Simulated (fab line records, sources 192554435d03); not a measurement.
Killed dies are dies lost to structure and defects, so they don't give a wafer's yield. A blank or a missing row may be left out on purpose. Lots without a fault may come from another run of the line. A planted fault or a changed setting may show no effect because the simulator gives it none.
Chamber matching | flow n5_finfet | N5_WELL_APT_DESCUM_13 on rie_diel-03: 4 sister chambers
The step chemistry O2, time 7.9 s. 4 wafers are shown with their chamber, then 7 later ones without.

WAFERS WITH THEIR CHAMBER
wafer  | chamber | drypump_motor_current_A (A)
L913.3 | 1       | 6.0
L923.5 | 0       | 5.9
L925.1 | 3       | 5.7
L925.2 | 2       | 5.3

WAFERS WITHOUT THEIR CHAMBER
wafer  | drypump_motor_current_A (A)
L925.5 | 6.0
L926.3 | 6.0
L926.4 | 5.9
L926.6 | 5.7
L928.1 | 5.8
L928.2 | 5.8
L928.4 | 5.8

WHICH CHAMBER EACH WENT THROUGH
wafer  | from the rows above          | in truth
L925.5 | can't be placed: 1 or 0      | 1
L926.3 | can't be placed: 1 or 0      | 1
L926.4 | can't be placed: 0 or 1      | 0
L926.6 | 3                            | 3
L928.1 | can't be placed: 3 or 0 or 1 | 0
L928.2 | can't be placed: 3 or 0 or 1 | 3
L928.4 | can't be placed: 3 or 0 or 1 | 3
Placed correctly: 1 of 7. Can't be placed from these rows: 6 (the true chamber is among the candidates in 6). Placed wrongly: 0.
How it was worked out, from the rows above alone: a wafer's distance from a chamber is the root of the sum, over the readings, of the square of ((its reading less the chamber's mean) divided by the reading's scatter). The wafer belongs to the nearest chamber; if the next one is less than 2 further off, it can't be placed. A chamber's mean is the mean of its shown wafers. The scatter: with one shown wafer a chamber, the root of the mean of the squares of how far each hidden wafer lies from its nearest shown one.
